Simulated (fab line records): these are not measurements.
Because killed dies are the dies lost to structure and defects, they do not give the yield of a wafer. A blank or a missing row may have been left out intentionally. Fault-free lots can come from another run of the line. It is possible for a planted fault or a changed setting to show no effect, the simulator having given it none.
Matching of chambers / flow nand_harc / NHARC_A_CONTACT_ALD_18 on ald_metal-03 has 4 sister chambers
The step deposits TiN, target thk 3 nm, pulse time 1 s, ald cycles 150. 22 wafers are shown with their chamber, then 11 later ones without.

WAFERS PAIRED WITH THEIR CHAMBERS
wafer=L075.1; chamber=2; heater_power_w (W)=1069; precursor_pulse_height_rel=0.996
wafer=L075.2; chamber=1; heater_power_w (W)=1139; precursor_pulse_height_rel=1.005
wafer=L075.5; chamber=0; heater_power_w (W)=1082; precursor_pulse_height_rel=0.985
wafer=L080.2; chamber=3; heater_power_w (W)=1094; precursor_pulse_height_rel=1.019
wafer=L080.3; chamber=1; heater_power_w (W)=1226; precursor_pulse_height_rel=1.008
wafer=L080.5; chamber=0; heater_power_w (W)=1064; precursor_pulse_height_rel=1.006
wafer=L084.1; chamber=0; heater_power_w (W)=1036; precursor_pulse_height_rel=1.015
wafer=L084.2; chamber=1; heater_power_w (W)=1243; precursor_pulse_height_rel=1.008
wafer=L084.6; chamber=0; heater_power_w (W)=1030; precursor_pulse_height_rel=1.005
wafer=L086.1; chamber=1; heater_power_w (W)=1218; precursor_pulse_height_rel=1.032
wafer=L086.2; chamber=2; heater_power_w (W)=1079; precursor_pulse_height_rel=1.030
wafer=L086.5; chamber=0; heater_power_w (W)=1042; precursor_pulse_height_rel=0.978
wafer=L089.2; chamber=0; heater_power_w (W)=1027; precursor_pulse_height_rel=0.971
wafer=L089.5; chamber=0; heater_power_w (W)=999; precursor_pulse_height_rel=0.984
wafer=L089.6; chamber=1; heater_power_w (W)=1238; precursor_pulse_height_rel=1.021
wafer=L088.2; chamber=3; heater_power_w (W)=1113; precursor_pulse_height_rel=0.963
wafer=L088.3; chamber=0; heater_power_w (W)=1023; precursor_pulse_height_rel=1.002
wafer=L088.5; chamber=1; heater_power_w (W)=1221; precursor_pulse_height_rel=0.957
wafer=L090.2; chamber=0; heater_power_w (W)=1026; precursor_pulse_height_rel=1.003
wafer=L090.5; chamber=0; heater_power_w (W)=1024; precursor_pulse_height_rel=0.979
wafer=L090.6; chamber=1; heater_power_w (W)=1237; precursor_pulse_height_rel=1.009
wafer=L095.2; chamber=2; heater_power_w (W)=1087; precursor_pulse_height_rel=0.989

SIGNATURES (means of the wafers above)
reading=heater_power_w; chamber 0=1035.30; chamber 1=1217.43; chamber 2=1078.33; chamber 3=1103.50; scatter within a chamber=26.7
reading=precursor_pulse_height_rel; chamber 0=0.99280; chamber 1=1.00571; chamber 2=1.00500; chamber 3=0.99100; scatter within a chamber=0.0209
Rule: for a wafer and a chamber, the distance is found by dividing, reading by reading, the gap between the wafer's reading and the chamber's mean by the reading's scatter, squaring, summing and taking the root. If the next closest chamber is less than 2 further off than the closest, the wafer can't be placed; otherwise it belongs to the closest. The scatter: the root of (the sum of the squares of (reading less its chamber's mean) over the shown wafers, divided by (wafers less chambers)).

WAFERS WITHOUT THEIR CHAMBER
wafer=L095.5; heater_power_w (W)=1110; precursor_pulse_height_rel=0.982
wafer=L095.6; heater_power_w (W)=1242; precursor_pulse_height_rel=0.983
wafer=L093.1; heater_power_w (W)=1043; precursor_pulse_height_rel=0.973
wafer=L093.4; heater_power_w (W)=1217; precursor_pulse_height_rel=0.982
wafer=L093.6; heater_power_w (W)=1077; precursor_pulse_height_rel=1.019
wafer=L096.1; heater_power_w (W)=1108; precursor_pulse_height_rel=1.026
wafer=L096.3; heater_power_w (W)=1205; precursor_pulse_height_rel=1.010
wafer=L096.4; heater_power_w (W)=1087; precursor_pulse_height_rel=1.011
wafer=L097.1; heater_power_w (W)=1071; precursor_pulse_height_rel=0.999
wafer=L097.2; heater_power_w (W)=1088; precursor_pulse_height_rel=1.005
wafer=L097.5; heater_power_w (W)=1231; precursor_pulse_height_rel=0.998

EACH ONE'S CHAMBER
wafer=L095.5; from the rows above=can't be placed: 3 or 2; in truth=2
wafer=L095.6; from the rows above=1; in truth=1
wafer=L093.1; from the rows above=can't be placed: 0 or 2 or 3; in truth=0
wafer=L093.4; from the rows above=1; in truth=1
wafer=L093.6; from the rows above=can't be placed: 2 or 3 or 0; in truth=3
wafer=L096.1; from the rows above=can't be placed: 2 or 3 or 0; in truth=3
wafer=L096.3; from the rows above=1; in truth=1
wafer=L096.4; from the rows above=can't be placed: 2 or 3 or 0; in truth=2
wafer=L097.1; from the rows above=can't be placed: 2 or 3 or 0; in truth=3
wafer=L097.2; from the rows above=can't be placed: 2 or 3 or 0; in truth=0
wafer=L097.5; from the rows above=1; in truth=1
Correct placement for 4 of the 11. These rows do not allow placing 7 (true chamber among the candidates in 7). 0 placed wrongly.
